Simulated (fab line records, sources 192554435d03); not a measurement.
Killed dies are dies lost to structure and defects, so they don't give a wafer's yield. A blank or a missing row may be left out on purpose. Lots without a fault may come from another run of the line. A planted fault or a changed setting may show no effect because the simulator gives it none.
Split-lot experiment | flow n5_finfet | 7 lots, 21 wafers read, on a route of 1938 steps

THE SPLIT
At N5_SD_EPI_N_ETCH_45 (etches SiOCN in CH3F/O2, target depth 6 nm), the setting target_depth_a was moved away from the recipe's 60 angstrom on 7 of the 21 wafers read, by -11.6% to +8.1%. The other wafers ran this setting at the recipe's value.

The reading is taken at the split's own step.

THE READING
etch.depth_nm (the simulator's own value, which no gauge read), in nm, at N5_SD_EPI_N_ETCH_45 (etches SiOCN in CH3F/O2, target depth 6 nm). The file gives no usual value for it. The 14 wafers here that ran the recipe average 5.997 nm, standard deviation 0.054 nm.

wafer  | tool, chamber at the split | target_depth_a as run, angstrom | against the recipe | etch.depth_nm, nm | against lot-mates on the recipe
L075.1 | rie_diel-03, 3             | 64.88                           | +8.1%              | 6.426             | +0.496
L075.3 | rie_diel-03, 0             | 60                              | recipe             | 5.93              | -
L075.6 | rie_diel-03, 1             | 64.88                           | +8.1%              | 6.475             | +0.545
L077.1 | rie_diel-04, 1             | 60                              | recipe             | 5.934             | -
L077.5 | rie_diel-04, 1             | 60                              | recipe             | 5.934             | -
L077.2 | rie_diel-04, 0             | 63.77                           | +6.3%              | 6.273             | +0.339
L078.2 | rie_diel-04, 1             | 60                              | recipe             | 6.027             | -
L078.3 | rie_diel-04, 0             | 60                              | recipe             | 6.009             | -
L078.4 | rie_diel-04, 2             | 63.93                           | +6.5%              | 6.385             | +0.367
L081.2 | rie_diel-05, 2             | 53.03                           | -11.6%             | 5.349             | -0.614
L081.3 | rie_diel-05, 1             | 60                              | recipe             | 5.963             | -
L081.5 | rie_diel-05, 1             | 53.03                           | -11.6%             | 5.264             | -0.699
L090.4 | rie_diel-04, 3,1           | 60                              | recipe             | 6.031             | -
L090.6 | rie_diel-04, 3,1           | 60                              | recipe             | 6.031             | -
L090.5 | rie_diel-04, 0             | 60                              | recipe             | 5.997             | -
L091.2 | rie_diel-04, 2             | 60                              | recipe             | 5.958             | -
L091.5 | rie_diel-04, 0             | 60                              | recipe             | 5.969             | -
L091.6 | rie_diel-04, 1             | 60                              | recipe             | 5.977             | -
L092.2 | rie_diel-05, 3             | 53.13                           | -11.4%             | 5.399             | -0.700
L092.3 | rie_diel-05, 0             | 60                              | recipe             | 6.1               | -
L092.6 | rie_diel-05, 3             | 60                              | recipe             | 6.099             | -
Where a row lists several chambers, the file gives one row for several wafers and doesn't say which wafer went through which chamber.

THE FIT
A straight line over all 21 wafers: etch.depth_nm changes by +0.0561 nm for each +1% of target_depth_a; r = +0.99; the points scatter about the line by 0.054 nm.
The same after taking each lot's own level away (the mean of its wafers on the recipe; 21 wafers): +0.0589 nm for each +1%; r = +1.00; scatter 0.026 nm.
On that fit, the largest move of target_depth_a shifts the reading by 0.68 nm.
The lots' own levels span 5.9300 to 6.0995 nm, that is 3.1 times the standard deviation above.
So the lot-to-lot level changes the slope little: the two slopes agree.
Check: with one of the wafers moved furthest among these (-11.6%) left out of the fit, the line predicts -0.705 nm for it against its lot-mates. It came out at -0.614 nm against them.

OTHER SPLITS ON THESE WAFERS
These wafers also went through other splits before the reading. Each is held against what the fit with the lots' levels taken away leaves over:
other split on the same wafers            | wafers away from the commonest value | r with etch.depth_nm (lot level and that fit taken away)
N5_PMOS_HMC_CHANNEL_EPI_COAT_03 spin_rpm  | 7                                    | +0.21
N5_PMOS_HMC_CHANNEL_EPI_EXPOSE_06 dose_mj | 12                                   | -0.31
N5_FIN_SAQP_PECVD_06 time_s               | 4                                    | +0.22
N5_FIN_SAQP_HM_DEP_72 time_s              | 5                                    | -0.34
N5_SD_EPI_N_ETCH_35 source_w              | 6                                    | -0.12

THE FILE'S OWN FIT
etch.depth_nm changes by +0.0589 nm for each +1% of target_depth_a, r = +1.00.
